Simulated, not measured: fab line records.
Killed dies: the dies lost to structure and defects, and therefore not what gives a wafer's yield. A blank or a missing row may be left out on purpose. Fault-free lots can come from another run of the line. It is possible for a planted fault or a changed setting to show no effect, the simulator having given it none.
Which tool was responsible? + flow nandHarc + Sampling: 13 lots, 39 wafers, 5 of 1302 route steps

## WHAT THE GAUGES SHOWED, per wafer
NHARC_P_M0_CD_MEAS_16.
| lot  | measured     | on       | cdNm (nm)      |
|------|--------------|----------|----------------|
| L408 | day 6 05:49  | cdSem-03 | 89.7 89.9 89.4 |
| L409 | day 6 08:01  | cdSem-03 | 90.1 90.5 90.2 |
| L411 | day 7 08:14  | cdSem-01 | 90.2 90.7 91.0 |
| L412 | day 7 14:57  | cdSem-01 | 90.4 89.1 91.6 |
| L413 | day 8 06:45  | cdSem-01 | 90.3 89.8 90.3 |
| L414 | day 9 01:40  | cdSem-03 | 91.3 90.2 91.2 |
| L415 | day 9 02:11  | cdSem-03 | 89.2 88.8 90.4 |
| L416 | day 9 10:52  | cdSem-03 | 90.1 90.7 90.6 |
| L417 | day 10 03:50 | cdSem-02 | 90.9 90.8 90.3 |
| L423 | day 12 15:58 | cdSem-03 | 90.4 88.5 88.5 |
| L424 | day 12 22:29 | cdSem-03 | 92.4 90.6 89.9 |
| L425 | day 13 03:39 | cdSem-03 | 91.0 90.8 89.5 |
| L431 | day 15 12:47 | cdSem-03 | 90.2 90.3 89.6 |

NHARC_P_M1_CD_MEAS_09: target cd 130 nm.
| lot  | measured     | on       | cdNm (nm)                           |
|------|--------------|----------|-------------------------------------|
| L408 | day 6 09:43  | cdSem-01 | 130.5 129.3 129.8                   |
| L409 | day 6 12:02  | cdSem-03 | 129.8 130.0 130.8                   |
| L411 | day 7 11:56  | cdSem-02 | 129.7 130.6 129.6                   |
| L412 | day 7 18:23  | cdSem-01 | 129.3 130.6 129.7                   |
| L413 | day 8 10:12  | cdSem-01 | 129.8 128.9 129.3                   |
| L414 | day 9 05:05  | cdSem-03 | 129.9 129.3 129.6                   |
| L415 | day 9 05:51  | cdSem-02 | 129.2 129.7 129.6                   |
| L416 | day 9 14:20  | cdSem-02 | 129.5 129.8 130.9                   |
| L417 | day 10 07:25 | cdSem-03 | 129.3 129.4 129.7                   |
| L423 | day 12 19:43 | cdSem-03 | 131.5 132.3 131.1 131.1 132.2 131.2 |
| L424 | day 13 02:05 | cdSem-03 | 132.4 132.8 132.5 132.1 132.4 132.3 |
| L425 | day 13 07:10 | cdSem-03 | 131.5 131.9 131.9 131.5 132.0 132.2 |
| L431 | day 15 16:22 | cdSem-02 | 129.9 130.0 129.8                   |

NHARC_END_SORT_01.
| lot  | measured     | on        | defectLimitedYield (%) | killedAtArray | killedAtOther | killedAtPeriphery | killedDies | killedOpen | killedShort |
|------|--------------|-----------|------------------------|---------------|---------------|-------------------|------------|------------|-------------|
| L408 | day 25 01:02 | prober-02 | 96.5 97.0 95.0         | 21 18 31      | 0 1 0         | 3 1 3             | 24 20 34   | 2 1 3      | 2 1 3       |
| L411 | day 26 06:37 | prober-02 | 94.1 92.9 93.6         | 36 44 38      | 0 0 0         | 4 4 5             | 40 48 43   | 4 0 4      | 4 3 1       |
| L412 | day 25 12:58 | prober-02 | 90.4 89.8 89.8         | 57 64 64      | 1 0 0         | 7 5 5             | 65 69 69   | 3 3 3      | 5 5 1       |
| L413 | day 27 04:26 | prober-01 | 92.6 91.4 91.6         | 45 50 50      | 0 4 1         | 5 4 6             | 50 58 57   | 4 3 2      | 3 6 1       |
| L417 | day 28 14:09 | prober-01 | 91.4 92.6 92.8         | 52 48 45      | 1 1 2         | 5 1 2             | 58 50 49   | 2 1 2      | 5 4 3       |
| L423 | day 30 18:16 | prober-02 | 90.4                   | 64            | 0             | 1                 | 65         | 1          | 2           |
| L424 | day 31 16:37 | prober-02 | 88.8 88.2 87.3         | 75 75 82      | 1 0 1         | 0 5 3             | 76 80 86   | 0 7 3      | 2 9 5       |
| L425 | day 32 17:53 | prober-01 | 91.3 93.8 92.9         | 46 35 40      | 5 2 2         | 8 5 6             | 59 42 48   | 5 5 4      | 1 3 0       |

## EACH LOT AND THE TOOL THAT RAN IT (in order: tool; ch and the chambers of the sampled wafers; start)
| lot  | NHARC_P_M0_ETCH_15                           | NHARC_P_M0_PRE_CLEAN_29                |
|------|----------------------------------------------|----------------------------------------|
| L408 | rieDiel-10 ch 1,2,3, day 6 05:49 or earlier  | pvdSputter-03, day 6 09:43 or earlier  |
| L409 | rieDiel-10 ch 0,2, day 6 08:01 or earlier    | pvdSputter-02, day 6 12:02 or earlier  |
| L411 | rieDiel-11 ch 1,2,3, day 7 08:14 or earlier  | pvdSputter-03, day 7 11:56 or earlier  |
| L412 | rieDiel-10 ch 1,3, day 7 14:57 or earlier    | pvdSputter-02, day 7 18:23 or earlier  |
| L413 | rieDiel-11 ch 0,2,3, day 8 06:45 or earlier  | pvdSputter-03, day 8 10:12 or earlier  |
| L414 | rieDiel-11 ch 1,2,3, day 9 01:40 or earlier  | pvdSputter-03, day 9 05:05 or earlier  |
| L415 | rieDiel-03 ch 0,2, day 9 02:11 or earlier    | pvdSputter-02, day 9 05:51 or earlier  |
| L416 | rieDiel-11 ch 0,1, day 9 10:52 or earlier    | pvdSputter-03, day 9 14:20 or earlier  |
| L417 | rieDiel-10 ch 1,2, day 10 03:50 or earlier   | pvdSputter-01, day 10 07:25 or earlier |
| L423 | rieDiel-03 ch 1,2,3, day 12 15:58 or earlier | pvdSputter-01, day 12 19:43 or earlier |
| L424 | rieDiel-10 ch 0,1,2, day 12 22:29 or earlier | pvdSputter-01, day 13 02:05 or earlier |
| L425 | rieDiel-10 ch 0,1,3, day 13 03:39 or earlier | pvdSputter-02, day 13 07:10 or earlier |
| L431 | rieDiel-10 ch 2,3, day 15 12:47 or earlier   | pvdSputter-03, day 15 16:22 or earlier |
- NHARC_P_M0_ETCH_15: etches the open film in C4F8/Ar, target depth 150 nm, overetch 15 nm, time 82.5 s.
- NHARC_P_M0_PRE_CLEAN_29: time 30 s.

## AS READ BY THE TOOLS THEMSELVES (means over the sampled wafers that have a number; for cases with no such wafer, the mark the record gives instead)
NHARC_P_M0_ETCH_15.
| lot  | tool       | oesProductAu (a.u.) | rfVppV (V) |
|------|------------|---------------------|------------|
| L408 | rieDiel-10 | 0.943               | 442.7      |
| L409 | rieDiel-10 | 0.975               | 443.0      |
| L411 | rieDiel-11 | 0.958               | 440.3      |
| L412 | rieDiel-10 | 0.953               | 441.2      |
| L413 | rieDiel-11 | 0.964               | 440.8      |
| L414 | rieDiel-11 | 0.959               | 440.8      |
| L415 | rieDiel-03 | 0.985               | 440.5      |
| L416 | rieDiel-11 | 0.963               | 441.3      |
| L417 | rieDiel-10 | 0.918               | 443.1      |
| L423 | rieDiel-03 | 0.922               | 442.4      |
| L424 | rieDiel-10 | 0.971               | 442.0      |
| L425 | rieDiel-10 | 0.967               | 441.5      |
| L431 | rieDiel-10 | 0.947               | 441.9      |

NHARC_P_M0_PRE_CLEAN_29.
| lot  | tool          | heaterPowerW (W) |
|------|---------------|------------------|
| L408 | pvdSputter-03 | 414              |
| L409 | pvdSputter-02 | 421              |
| L411 | pvdSputter-03 | 414              |
| L412 | pvdSputter-02 | 379              |
| L413 | pvdSputter-03 | 418              |
| L414 | pvdSputter-03 | 405              |
| L415 | pvdSputter-02 | 372              |
| L416 | pvdSputter-03 | 412              |
| L417 | pvdSputter-01 | 402              |
| L423 | pvdSputter-01 | 347              |
| L424 | pvdSputter-01 | 344              |
| L425 | pvdSputter-02 | 373              |
| L431 | pvdSputter-03 | 387              |

## THE ANSWER, worked out from the rows above alone
Rule: usual is defined by the lots themselves. Put in order of their means at a reading, lots are off if they are a third of the lots or fewer, leave a main group of 4 or more, and stand apart from it by a gap of 3 or more times the standard deviation of the main group's means; of several such gaps the widest counts. Not used: any main group whose means are identical at the precision the tables above print for the reading. Also off: a lot with no number at a reading for which 4 or more lots have one. Any other lot the step has rows for is counted as sound. Order of review: gauges by route order, followed by the tools' own readings, for which a lot's mean as printed above is used. At the first step where some lot is off, the reading lying furthest off is the one used; lots without a number count as furthest.
Off: L423, L424, L425 (NHARC_P_M1_CD_MEAS_09, cdNm). The main group: mean 129.8 nm, standard deviation 0.27.
A tool fits if, at a process step before that reading, it ran every lot that is off, and no sound lot after the first of them. Gauges at NHARC_P_M1_CD_MEAS_09: tried the same way as those tools. NHARC_P_M0_ETCH_15: start missing for some lots; hours and lot order therefore follow NHARC_P_M0_CD_MEAS_16. NHARC_P_M0_PRE_CLEAN_29: start missing for some lots; hours and lot order therefore follow NHARC_P_M1_CD_MEAS_09. One fits: NHARC_P_M1_CD_MEAS_09 on cdSem-03. A fault onset in the window from L417 (day 10 07:25, its last sound lot) to L423 (day 12 19:43, its first lot off) fits.

## WHAT WAS PUT IN BY THE SIMULATOR
Metrology matching offset: cdSem-03, from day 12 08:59 on, at NHARC_P_M1_CD_MEAS_09. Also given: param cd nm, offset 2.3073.
Lots struck among those shown: L423, L424, L425. The rule above found the same.
